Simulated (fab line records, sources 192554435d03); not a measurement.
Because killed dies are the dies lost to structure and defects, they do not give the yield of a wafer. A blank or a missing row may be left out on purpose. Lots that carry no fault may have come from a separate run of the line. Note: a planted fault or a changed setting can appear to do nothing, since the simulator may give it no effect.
Matching of chambers || flow n5 finfet || rie diel-01 running N5_STI_FIN_REVEAL_ETCHBACK_08: 4 sister chambers
The step etches SiO2 in C4F6/O2, target depth 30.5 nm, time 10.167 s. 14 wafers are shown with their chamber, then 7 later ones without.

WAFERS WITH THEIR CHAMBER
{"wafer": "L076.1", "chamber": 2, "rf vpp V (V)": 666, "showerhead plenum p Torr (Torr)": 2.74, "throttle valve pct (%)": 21.04}
{"wafer": "L076.4", "chamber": 0, "rf vpp V (V)": 684, "showerhead plenum p Torr (Torr)": 2.87, "throttle valve pct (%)": 21.26}
{"wafer": "L076.6", "chamber": 1, "rf vpp V (V)": 677, "showerhead plenum p Torr (Torr)": 2.98, "throttle valve pct (%)": 21.07}
{"wafer": "L081.1", "chamber": 2, "rf vpp V (V)": 665, "showerhead plenum p Torr (Torr)": 2.74, "throttle valve pct (%)": 21.06}
{"wafer": "L081.2", "chamber": 3, "rf vpp V (V)": 639, "showerhead plenum p Torr (Torr)": 2.78, "throttle valve pct (%)": 20.66}
{"wafer": "L081.5", "chamber": 3, "rf vpp V (V)": 639, "showerhead plenum p Torr (Torr)": 2.78, "throttle valve pct (%)": 20.65}
{"wafer": "L087.2", "chamber": 0, "rf vpp V (V)": 685, "showerhead plenum p Torr (Torr)": 2.86, "throttle valve pct (%)": 21.28}
{"wafer": "L087.3", "chamber": 3, "rf vpp V (V)": 640, "showerhead plenum p Torr (Torr)": 2.77, "throttle valve pct (%)": 20.66}
{"wafer": "L087.5", "chamber": 3, "rf vpp V (V)": 640, "showerhead plenum p Torr (Torr)": 2.77, "throttle valve pct (%)": 20.66}
{"wafer": "L089.2", "chamber": 0, "rf vpp V (V)": 683, "showerhead plenum p Torr (Torr)": 2.86, "throttle valve pct (%)": 21.29}
{"wafer": "L089.4", "chamber": 3, "rf vpp V (V)": 641, "showerhead plenum p Torr (Torr)": 2.77, "throttle valve pct (%)": 20.66}
{"wafer": "L089.6", "chamber": 3, "rf vpp V (V)": 639, "showerhead plenum p Torr (Torr)": 2.77, "throttle valve pct (%)": 20.67}
{"wafer": "L091.1", "chamber": 1, "rf vpp V (V)": 676, "showerhead plenum p Torr (Torr)": 2.97, "throttle valve pct (%)": 21.11}
{"wafer": "L091.2", "chamber": 2, "rf vpp V (V)": 666, "showerhead plenum p Torr (Torr)": 2.73, "throttle valve pct (%)": 21.08}

SIGNATURES (means of the wafers above)
{"reading": "rf vpp V", "chamber 0": 684.00, "chamber 1": 676.50, "chamber 2": 665.67, "chamber 3": 639.67, "scatter within a chamber": 0.806}
{"reading": "showerhead plenum p Torr", "chamber 0": 2.8633, "chamber 1": 2.9750, "chamber 2": 2.7367, "chamber 3": 2.7733, "scatter within a chamber": 0.00563}
{"reading": "throttle valve pct", "chamber 0": 21.2767, "chamber 1": 21.0900, "chamber 2": 21.0600, "chamber 3": 20.6600, "scatter within a chamber": 0.0151}
Rule: a wafer's distance from a chamber is the root of the sum, over the readings, of the square of ((its reading less the chamber's mean) divided by the reading's scatter). The wafer belongs to the nearest chamber; if the next one is less than 2 further off, it can't be placed. How the scatter is found: for the shown wafers, subtract from each reading the mean of its chamber, square and add these, divide the total by (wafers less chambers), then take the root.

WAFERS WITH NO CHAMBER GIVEN
{"wafer": "L091.4", "rf vpp V (V)": 684, "showerhead plenum p Torr (Torr)": 2.85, "throttle valve pct (%)": 21.29}
{"wafer": "L093.1", "rf vpp V (V)": 640, "showerhead plenum p Torr (Torr)": 2.77, "throttle valve pct (%)": 20.68}
{"wafer": "L093.5", "rf vpp V (V)": 685, "showerhead plenum p Torr (Torr)": 2.85, "throttle valve pct (%)": 21.28}
{"wafer": "L093.6", "rf vpp V (V)": 677, "showerhead plenum p Torr (Torr)": 2.97, "throttle valve pct (%)": 21.11}
{"wafer": "L097.1", "rf vpp V (V)": 685, "showerhead plenum p Torr (Torr)": 2.85, "throttle valve pct (%)": 21.29}
{"wafer": "L097.2", "rf vpp V (V)": 640, "showerhead plenum p Torr (Torr)": 2.77, "throttle valve pct (%)": 20.69}
{"wafer": "L097.4", "rf vpp V (V)": 677, "showerhead plenum p Torr (Torr)": 2.97, "throttle valve pct (%)": 21.12}

EACH ONE'S CHAMBER
{"wafer": "L091.4", "from the rows above": 0, "in truth": 0}
{"wafer": "L093.1", "from the rows above": 3, "in truth": 3}
{"wafer": "L093.5", "from the rows above": 0, "in truth": 0}
{"wafer": "L093.6", "from the rows above": 1, "in truth": 1}
{"wafer": "L097.1", "from the rows above": 0, "in truth": 0}
{"wafer": "L097.2", "from the rows above": 3, "in truth": 3}
{"wafer": "L097.4", "from the rows above": 1, "in truth": 1}
7 of 7 placed correctly. Can't be placed from these rows: 0. Number placed wrongly: 0.
